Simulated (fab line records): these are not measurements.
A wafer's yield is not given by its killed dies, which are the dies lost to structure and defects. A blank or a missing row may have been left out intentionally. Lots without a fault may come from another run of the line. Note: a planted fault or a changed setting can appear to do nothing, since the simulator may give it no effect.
fab line records ; flow nand-harc
[record] lots = 4; wafers = 12; last-day = 24
route steps=1159 shown A_CHANNEL_HOLE_D1@461 END@1159
lots untouched by any fault: they come from a run of this same line in which no faults occurred
start-h: hours from the record's opening day to when the first of the lot's shown wafers began ; wait-h: hours from the lot's prior step to this one ; " unchanged from the row above ; L1.1+2: a row that stands for several wafers ; - no value, or no start was given ; * or withheld: withheld ; < > ~ a bound
route shown NAME@n: names a module that has steps shown in the file, with the first one's number in the route ; usual: mean and standard deviation over wafers with no fault ; same: alike in all rows ; chamber/n: place in a boat ; sites: readings site by site ; _std_site: how widely they spread, as a standard deviation ; _edge_site: the outer-site mean with the inner-site mean subtracted ; radius-mm: how far each site lies from the wafer's centre ; mask NAME#n: copy n ; behind: the last tool/chamber to shape the wafer ; hold: reason for holding the lot/hours on hold/outcome of the hold ; device: whichever transistor did not switch (one of n, p or np) ; end of line: tests run on the same wafers once the route is complete ; for a step that has no rows: nothing shown but its recipe ; killed: at the first sort, the dies lost to defects and structure; wafer yield is something else ; map: shows each die of a wafer: x if killed, . if not, _ if none is there
set.NAME: the setting that was run; set.NAME@STEP: the one run at that earlier step ; model.NAME: the simulator's own value behind a step, which no gauge read
lots at selected steps of the route; one table per step, one row per wafer
services: from which hour (start-h, from the record's first day; less than 0 if before it) a tool's chamber was out of use, for how many hours, and why
[[steps]]
[step NHARC_A_CHANNEL_HOLE_D1_DEVELOP_09]
[recipe] develop-time-s = 35; dev-temp-c = 23
[step NHARC_A_CHANNEL_HOLE_D1_DESCUM_15]
[recipe] time-s = 3; o2-flow-sccm = 200; ar-flow-sccm = 0; bias-power-w = 0; chemistry = O2
[step NHARC_A_CHANNEL_HOLE_D1_ETCH_38]
[recipe] target-depth-a = 390; over-etch-frac = 0.3; time-s = 65; ion-energy-ev = 80; cf4-flow-sccm = 150; ar-flow-sccm = 0; rf-w = 300; bias-w = 100; chemistry = CF4
[step NHARC_A_CHANNEL_HOLE_D1_ETCH_39]
[recipe] target-depth-a = 2600; over-etch-frac = 0.3; time-s = 325; ion-energy-ev = 200; n2-flow-sccm = 150; h2-flow-sccm = 150; ar-flow-sccm = 0; rf-w = 400; bias-w = 150; chemistry = N2/H2
[step NHARC_A_CHANNEL_HOLE_D1_ETCH_34]
[recipe] target-depth-a = 1540; time-s = 77; cf4-flow-sccm = 100; chf3-flow-sccm = 30; ar-flow-sccm = 0; rf-w = 500; bias-w = 200; chemistry = CF4/CHF3
[step NHARC_A_CHANNEL_HOLE_D1_ETCH_16]
[recipe] target-depth-a = 31000; over-etch-frac = 0.3; time-s = 806; ion-energy-ev = 150; o2-flow-sccm = 400; cos-flow-sccm = 20; ar-flow-sccm = 0; rf-w = 500; bias-w = 300; chemistry = O2/COS
[step NHARC_A_CHANNEL_HOLE_D1_ETCH_19]
[recipe] bias-v = 1200; source-w = 2500; pressure-mtorr = 15; time-s = 34.5; ar-flow-sccm = 375; c4f8-flow-sccm = 28.8; o2-flow-sccm = 96.2; temp-c = -20; target-depth-a = *; chemistry = C4F8/O2/Ar
[step NHARC_A_CHANNEL_HOLE_D1_ETCH_20]
[recipe] bias-v = 3000; source-w = withheld; pressure-mtorr = 20; time-s = 361.9; ar-flow-sccm = 375; c4f8-flow-sccm = 89.3; o2-flow-sccm = 35.7; temp-c = -20; target-depth-a = 16000; chemistry = C4F8/O2/Ar
[step NHARC_A_CHANNEL_HOLE_D1_ETCH_21]
[recipe] bias-v = 3000; source-w = withheld; pressure-mtorr = 20; time-s = 514.3; ar-flow-sccm = 375; c4f8-flow-sccm = 89.3; o2-flow-sccm = 35.7; temp-c = -20; target-depth-a = 16000; chemistry = C4F8/O2/Ar
[usual] c4f8-flow-sccm = 89.28/0.27; chamber-pressure-mTorr = 20.003/0.018; drypump-motor-current-A = 6.1/0.33; showerhead-plenum-p-Torr = 3.74/0.15; throttle-valve-pct = 32.155/0.0099; time-s = 514.3/0
lot.wafer;tool;chamber;start-h;wait-h;c4f8-flow-sccm;chamber-pressure-mTorr;drypump-motor-current-A;rf-hours-counter-h;showerhead-plenum-p-Torr;throttle-valve-pct;time-s
L744.1;har-etch-02;1;205.54;0.3;89.19;20.022;6.6;116;3.87;32.162;514.3
L744.3;har-etch-02;0;205.54;0.3;89.64;19.992;6.2;-;3.50;32.182;514.3
L744.6;har-etch-02;1;205.54;0.3;88.87;20.031;6.6;-;3.87;32.150;514.3
L754.1;har-etch-02;1;261.74;0.3;-;-;-;-;-;-;-
L754.3;har-etch-02;1;261.74;0.3;-;-;-;-;-;-;-
L754.6;har-etch-02;1;261.74;0.3;-;-;-;-;-;-;-
L753.1;har-etch-01;0;261.99;0.3;-;-;-;-;-;-;-
L753.4;har-etch-01;1;261.99;0.3;-;-;-;-;-;-;-
L753.6;har-etch-01;1;261.99;0.3;-;-;-;-;-;-;-
L760.3;har-etch-02;1;297.74;0.3;89.05;20.013;6.6;-;3.84;32.147;514.3
L760.5;har-etch-02;0;297.74;0.3;89.63;19.995;6.2;-;3.48;32.164;514.3
L760.6;har-etch-02;1;297.74;0.3;88.73;20.001;6.6;-;3.84;32.164;514.3
[step NHARC_A_CHANNEL_HOLE_D1_ETCH_22]
[recipe] bias-v = 3000; source-w = withheld; pressure-mtorr = 20; time-s = 666.7; ar-flow-sccm = 375; c4f8-flow-sccm = 89.3; o2-flow-sccm = 35.7; temp-c = -20; target-depth-a = 16000; chemistry = C4F8/O2/Ar
[step NHARC_A_CHANNEL_HOLE_D1_ETCH_23]
[recipe] bias-v = 5000; source-w = withheld; pressure-mtorr = 20; time-s = 819; ar-flow-sccm = 375; c4f8-flow-sccm = 89.3; o2-flow-sccm = 35.7; temp-c = -20; target-depth-a = 16000; chemistry = C4F8/O2/Ar
[step NHARC_A_CHANNEL_HOLE_D1_ETCH_24]
[recipe] bias-v = 5000; source-w = withheld; pressure-mtorr = 20; time-s = 906.2; ar-flow-sccm = 375; c4f8-flow-sccm = 93.8; o2-flow-sccm = 31.2; temp-c = -20; target-depth-a = 15000; chemistry = C4F8/O2/Ar
[step NHARC_A_CHANNEL_HOLE_D1_ETCH_25]
[recipe] bias-v = 5000; source-w = withheld; pressure-mtorr = 20; time-s = 1040.2; ar-flow-sccm = 375; c4f8-flow-sccm = 93.8; o2-flow-sccm = 31.2; temp-c = -20; target-depth-a = 15000; chemistry = C4F8/O2/Ar
[step NHARC_A_CHANNEL_HOLE_D1_ETCH_26]
[recipe] bias-v = 300; source-w = 2000; pressure-mtorr = 30; time-s = 224.1; ar-flow-sccm = 375; c4f8-flow-sccm = 11.4; o2-flow-sccm = 113.6; temp-c = -20; target-depth-a = 3000; chemistry = C4F8/O2/Ar
[step NHARC_A_CHANNEL_HOLE_D1_ETCH_33]
[recipe] bias-v = 400; source-w = 2000; pressure-mtorr = 25; time-s = 90; ar-flow-sccm = 375; c4f8-flow-sccm = 41.7; o2-flow-sccm = 83.3; temp-c = -20; target-depth-a = 4000; chemistry = C4F8/O2/Ar
[step NHARC_A_CHANNEL_HOLE_D1_STRIP_41]
[recipe] n2-flow-sccm = 150; h2-flow-sccm = 150; ar-flow-sccm = 0; bias-w = 0; chemistry = N2/H2
[step NHARC_A_CHANNEL_HOLE_D1_STRIP_42]
[recipe] cf4-flow-sccm = 100; chf3-flow-sccm = 30; ar-flow-sccm = 0; bias-w = 0; chemistry = CF4/CHF3
[step NHARC_A_CHANNEL_HOLE_D1_STRIP_43]
[recipe] o2-flow-sccm = 400; cos-flow-sccm = 20; ar-flow-sccm = 0; bias-w = 0; chemistry = O2/COS
[step NHARC_A_CHANNEL_HOLE_D1_ETCH_44]
[recipe] target-depth-a = 1400; overetch-a = 140; time-s = 77; ion-energy-ev = 100; cf4-flow-sccm = 80; o2-flow-sccm = 20; ar-flow-sccm = 0; rf-w = 300; bias-w = 100; chemistry = CF4/O2
[usual] bias-w = 100.02/0.29; cf4-flow-sccm = 80.01/0.22; drypump-motor-current-A = 5.8/0.41; oes_f_703_au = 1.000/0.0048; oes-product-au = 1.000/0.016; rf-vpp-V = 197.8/1.3; showerhead-plenum-p-Torr = 1.34/0.054; throttle-valve-pct = 13.397/0.009
[same] time-s = 77
lot.wafer;tool;chamber;start-h;wait-h;bias-w;cf4-flow-sccm;drypump-motor-current-A;oes_f_703_au;oes-product-au;rf-hours-counter-h;rf-vpp-V;showerhead-plenum-p-Torr;throttle-valve-pct;model.A_CHANNEL_HOLE_D1.cd-nm
L744.3;rie-diel-04;1;209.86;0.1;100.41;80.32;5.6;0.998;1.002;8;199.4;1.43;13.390;91.04
L744.1;rie-diel-04;3;209.86;0.1;100.75;79.54;5.3;0.991;1.018;5;199.4;1.41;13.385;90.42
L744.6;rie-diel-04;2;209.86;0.1;100.31;80.42;6.0;1.002;1.000;-;196.3;1.28;13.393;88.25
L754.1;rie-diel-11;0;266.01;0.1;99.93;79.88;5.5;1.002;0.997;4;197.2;1.32;13.380;98
L754.3;rie-diel-11;1;266.01;0.1;100.39;80.20;5.4;0.997;1.005;4;196.1;1.27;13.421;96.75
L754.6;rie-diel-11;0;266.01;0.1;100.37;79.82;5.4;0.999;0.998;-;197.2;1.32;13.403;102
L753.1;rie-diel-04;0;266.20;0.1;100.48;80.20;6.1;1.010;0.987;12;197.9;1.38;13.399;101.5
L753.4;rie-diel-04;1;266.20;0.1;99.98;79.95;5.6;0.997;1.005;13;201.1;1.43;13.388;105.2
L753.6;rie-diel-04;3;266.20;0.1;100.12;80.09;5.3;1.001;1.016;-;198.4;1.41;13.387;102.7
L760.3;rie-diel-04;3;301.83;0.1;100.14;80.09;5.3;0.994;0.985;0;199.2;1.41;13.412;89.26
L760.5;rie-diel-04;2;301.83;0.1;99.87;80.24;6.0;0.997;1.003;-;197.5;1.28;13.402;88.95
L760.6;rie-diel-04;3;301.83;0.1;99.97;80.31;5.3;1.001;0.990;-;198.8;1.41;13.383;90.6
[step NHARC_A_CHANNEL_HOLE_D1_STRIP_27]
[recipe] o2-flow-sccm = 500; ar-flow-sccm = 0; bias-w = 0; chemistry = O2
[step NHARC_A_CHANNEL_HOLE_D1_PRECLEAN_28]
[recipe] time-s = *; temp-c = 50; bath-age-min = 0; chemistry = SC1
[step NHARC_A_CHANNEL_HOLE_D1_SRD_29]
[step NHARC_A_CHANNEL_HOLE_D1_CD_MEAS_30]
[usual] cd-nm = 90.9/1.5
lot.wafer;tool;chamber;start-h;wait-h;cd-nm
L744.1;cd-sem-01;-;210.65;-;90.7
L744.3;cd-sem-01;-;210.65;-;90.5
L744.6;cd-sem-01;-;210.65;-;88.9
L754.1;cd-sem-01;-;266.81;-;1.9
L754.3;cd-sem-01;-;266.81;-;0.3
L754.6;cd-sem-01;-;266.81;-;0.5
L753.1;cd-sem-03;-;266.98;-;0.7
L753.4;cd-sem-03;-;266.98;-;-0.1
L753.6;cd-sem-03;-;266.98;-;1.6
L760.3;cd-sem-02;-;302.63;-;89.2
L760.5;cd-sem-02;-;302.63;-;88.8
L760.6;cd-sem-02;-;302.63;-;91.6
[step NHARC_A_CHANNEL_HOLE_D1_XSEM_31]
[recipe] landing-energy-ev = 35000
[usual] bot-cd-nm = 75.6/1.4; bow-nm = 8.8/0.31; tilt-deg = 0.08/0.049
lot.wafer;tool;chamber;start-h;wait-h;bot-cd-nm;bow-nm;tilt-deg
L744.1;xsem-02;0;210.75;0.1;76.1;8.4;0.03
L744.3;xsem-02;0;210.75;0.1;75.7;8.5;0.03
L744.6;xsem-02;0;210.75;0.1;74.5;8.6;0.03
L754.1;xsem-02;0;266.90;0.1;2.3;0.0;0.04
L754.3;xsem-02;0;266.90;0.1;0.9;0.0;0.04
L754.6;xsem-02;0;266.90;0.1;1.0;0.0;0.04
L753.1;xsem-01;0;267.07;0.1;0.4;0.7;0.05
L753.4;xsem-01;0;267.07;0.1;0.0;0.7;0.05
L753.6;xsem-01;0;267.07;0.1;0.9;0.7;0.05
L760.3;xsem-01;0;302.72;0.1;73.8;8.2;0.08
L760.5;xsem-01;0;302.72;0.1;73.0;8.2;0.08
L760.6;xsem-01;0;302.72;0.1;75.2;8.2;0.08
[step NHARC_END_SORT_01]
[recipe] temp-c = 25
[usual] killed-at-array = 30/10; killed-at-other = 0.5/0.82; killed-at-periphery = 2.9/2; killed-dies = 34/11; killed-open = 3.2/1.8; killed-short = 2.0/1.4
[same] gross-dies = 677
lot.wafer;tool;chamber;start-h;wait-h;killed-at-array;killed-at-other;killed-at-periphery;killed-dies;killed-open;killed-short
L753.1;prober-02;0;544.01;2.5;676;0;1;677;3;3
L753.4;prober-02;0;546.45;3.4;675;0;2;677;5;1
L753.6;prober-02;0;548.07;4.1;672;1;4;677;5;5
L754.1;prober-01;0;558.60;2.5;676;0;1;677;3;2
L754.3;prober-01;0;560.17;3.1;676;0;1;677;6;3
L754.6;prober-01;0;562.53;3.9;674;1;2;677;8;3
// killed by level:class
L753.1 A_CHANNEL_HOLE_D1:area-etch=628 A_SLIT:chamber-film-flake=14 A_CHANNEL_HOLE_D1:chamber-film-flake=12 A_CONTACT:chamber-film-flake=11 A_STAIRCASE:chamber-film-flake=5 P_M1:geometric-particle:open=1 A_SOURCE_PLATE:geometric-particle:short=1 A_CHANNEL_HOLE_D1:geometric-particle:short=1
L753.4 A_CHANNEL_HOLE_D1:area-etch=636 A_CHANNEL_HOLE_D1:chamber-film-flake=14 A_SLIT:chamber-film-flake=11 A_STAIRCASE:chamber-film-flake=5 A_ONON_D1:geometric-particle:open=2 P_GATE:chamber-film-flake=2 A_CONTACT:chamber-film-flake=2 A_WL_FILL:geometric-particle:short=1
L753.6 A_CHANNEL_HOLE_D1:area-etch=637 A_CHANNEL_HOLE_D1:chamber-film-flake=9 A_SLIT:chamber-film-flake=9 A_STAIRCASE:chamber-film-flake=5 A_CONTACT:chamber-film-flake=4 A_CHANNEL_HOLE_D1:geometric-particle:short=2 P_GATE:chamber-film-flake=2 P_GATE:geometric-particle:short=1
L754.1 A_CHANNEL_HOLE_D1:area-etch=646 A_SLIT:chamber-film-flake=10 A_STAIRCASE:chamber-film-flake=10 A_CHANNEL_HOLE_D1:chamber-film-flake=3 A_CONTACT:chamber-film-flake=3 A_CHANNEL_HOLE_D1:geometric-particle:open=2 P_GATE:geometric-particle:short=1 A_CHANNEL_HOLE_D1:geometric-particle:short=1
L754.3 A_CHANNEL_HOLE_D1:area-etch=644 A_SLIT:chamber-film-flake=10 A_CHANNEL_HOLE_D1:chamber-film-flake=8 A_CHANNEL_HOLE_D1:geometric-particle:open=4 A_STAIRCASE:chamber-film-flake=4 A_CONTACT:chamber-film-flake=2 P_M0:geometric-particle:open=1 A_CHANNEL_HOLE_D1:geometric-particle:short=1
L754.6 A_CHANNEL_HOLE_D1:area-etch=639 A_SLIT:chamber-film-flake=10 A_STAIRCASE:chamber-film-flake=7 A_CHANNEL_HOLE_D1:chamber-film-flake=5 A_CHANNEL_HOLE_D1:geometric-particle:open=3 A_CHANNEL_HOLE_D1:geometric-particle:short=2 A_WL_FILL:geometric-particle:open=2 A_CONTACT:chamber-film-flake=2
// map L753.1 (x killed, . not)
____________x____________
_________xxxxxxx_________
_______xxxxxxxxxxx_______
______xxxxxxxxxxxxx______
_____xxxxxxxxxxxxxxx_____
____xxxxxxxxxxxxxxxxx____
____xxxxxxxxxxxxxxxxx____
___xxxxxxxxxxxxxxxxxxx___
___xxxxxxxxxxxxxxxxxxx___
__xxxxxxxxxxxxxxxxxxxxx__
__xxxxxxxxxxxxxxxxxxxxx__
_xxxxxxxxxxxxxxxxxxxxxxx_
_xxxxxxxxxxxxxxxxxxxxxxx_
_xxxxxxxxxxxxxxxxxxxxxxx_
_xxxxxxxxxxxxxxxxxxxxxxx_
_xxxxxxxxxxxxxxxxxxxxxxx_
xxxxxxxxxxxxxxxxxxxxxxxxx
xxxxxxxxxxxxxxxxxxxxxxxxx
xxxxxxxxxxxxxxxxxxxxxxxxx
xxxxxxxxxxxxxxxxxxxxxxxxx
xxxxxxxxxxxxxxxxxxxxxxxxx
_xxxxxxxxxxxxxxxxxxxxxxx_
_xxxxxxxxxxxxxxxxxxxxxxx_
_xxxxxxxxxxxxxxxxxxxxxxx_
_xxxxxxxxxxxxxxxxxxxxxxx_
_xxxxxxxxxxxxxxxxxxxxxxx_
__xxxxxxxxxxxxxxxxxxxxx__
__xxxxxxxxxxxxxxxxxxxxx__
___xxxxxxxxxxxxxxxxxxx___
___xxxxxxxxxxxxxxxxxxx___
____xxxxxxxxxxxxxxxxx____
____xxxxxxxxxxxxxxxxx____
_____xxxxxxxxxxxxxxx_____
______xxxxxxxxxxxxx______
_______xxxxxxxxxxx_______
_________xxxxxxx_________
____________x____________
// map L754.1 (x killed, . not)
____________x____________
_________xxxxxxx_________
_______xxxxxxxxxxx_______
______xxxxxxxxxxxxx______
_____xxxxxxxxxxxxxxx_____
____xxxxxxxxxxxxxxxxx____
____xxxxxxxxxxxxxxxxx____
___xxxxxxxxxxxxxxxxxxx___
___xxxxxxxxxxxxxxxxxxx___
__xxxxxxxxxxxxxxxxxxxxx__
__xxxxxxxxxxxxxxxxxxxxx__
_xxxxxxxxxxxxxxxxxxxxxxx_
_xxxxxxxxxxxxxxxxxxxxxxx_
_xxxxxxxxxxxxxxxxxxxxxxx_
_xxxxxxxxxxxxxxxxxxxxxxx_
_xxxxxxxxxxxxxxxxxxxxxxx_
xxxxxxxxxxxxxxxxxxxxxxxxx
xxxxxxxxxxxxxxxxxxxxxxxxx
xxxxxxxxxxxxxxxxxxxxxxxxx
xxxxxxxxxxxxxxxxxxxxxxxxx
xxxxxxxxxxxxxxxxxxxxxxxxx
_xxxxxxxxxxxxxxxxxxxxxxx_
_xxxxxxxxxxxxxxxxxxxxxxx_
_xxxxxxxxxxxxxxxxxxxxxxx_
_xxxxxxxxxxxxxxxxxxxxxxx_
_xxxxxxxxxxxxxxxxxxxxxxx_
__xxxxxxxxxxxxxxxxxxxxx__
__xxxxxxxxxxxxxxxxxxxxx__
___xxxxxxxxxxxxxxxxxxx___
___xxxxxxxxxxxxxxxxxxx___
____xxxxxxxxxxxxxxxxx____
____xxxxxxxxxxxxxxxxx____
_____xxxxxxxxxxxxxxx_____
______xxxxxxxxxxxxx______
_______xxxxxxxxxxx_______
_________xxxxxxx_________
____________x____________
[[services]]
tool;chamber;start-h;hours;kind
rie-diel-11;-;189.50;9.0;pm
rie-diel-04;0;194.40;-;clean
rie-diel-04;1;194.40;-;clean
rie-diel-04;2;194.40;-;clean
rie-diel-04;3;194.40;-;clean
rie-diel-04;0;218.90;-;clean
rie-diel-04;1;218.90;-;clean
rie-diel-04;2;218.90;-;clean
rie-diel-04;3;218.90;-;clean
rie-diel-04;0;230.43;2.9;repair
rie-diel-04;0;243.40;-;clean
rie-diel-04;1;243.40;-;clean
rie-diel-04;2;243.40;-;clean
rie-diel-04;3;243.40;-;clean
rie-diel-11;3;261.11;2.5;repair
rie-diel-04;0;267.90;-;clean
rie-diel-04;1;267.90;-;clean
rie-diel-04;2;267.90;-;clean
rie-diel-04;3;267.90;-;clean
rie-diel-04;-;288.90;9.0;pm
rie-diel-04;0;288.90;9.0;vent-cycle
rie-diel-04;1;288.90;9.0;vent-cycle
rie-diel-04;2;288.90;9.0;vent-cycle
xsem-02;-;302.00;14.0;pm
[[key]]
[first-sign] step = NHARC_A_CHANNEL_HOLE_D1_ETCH_21; reading = tool-record; direction = missing
[effect] step = NHARC_A_CHANNEL_HOLE_D1_CD_MEAS_30; reading = cd-nm; direction = down; sigmas = 59; usual = 90.9; struck = 0.8
[effect] step = NHARC_A_CHANNEL_HOLE_D1_XSEM_31; reading = bot-cd-nm; direction = down; sigmas = 52; usual = 75.6; struck = 0.9
[effect] step = NHARC_END_SORT_01; reading = killed-at-array; direction = up; sigmas = 62; usual = 30; struck = 675
[model-effect] step = NHARC_A_CHANNEL_HOLE_D1_ETCH_44; value = A_CHANNEL_HOLE_D1.cd-nm; without = 90.69; struck = 101
[more-kills-born-at] NHARC_A_CHANNEL_HOLE_D1_ETCH_21@har-etch-02 = 1929; NHARC_A_CHANNEL_HOLE_D1_ETCH_21@har-etch-01 = 1901
met-at NHARC_A_CHANNEL_HOLE_D1_ETCH_21
struck-wafers L753.1,L753.4,L753.6,L754.1,L754.3,L754.6
later-rows-left-out L753.1,L753.4,L753.6,L754.1,L754.3,L754.6
tester-left-out L753,L754
onset-between 205.54 261.74
[fault] kind = skipped-step-whole; tool = har-etch-01,har-etch-02; chamber = -; onset-h = 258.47; steps = NHARC_A_CHANNEL_HOLE_D1_ETCH_21; scope = struck-lots-only
// tester-left-out: of these lots the tester's yield and bins aren't shown, on N5 and GAA mostly nor the transistor test; their killed dies are dies lost to structure and defects alone, not to doping, threshold or leakage, so they don't give the yield
// later-rows-left-out: the simulator's readings of these wafers behind a module that went badly wrong aren't trusted and aren't shown, but for the sort
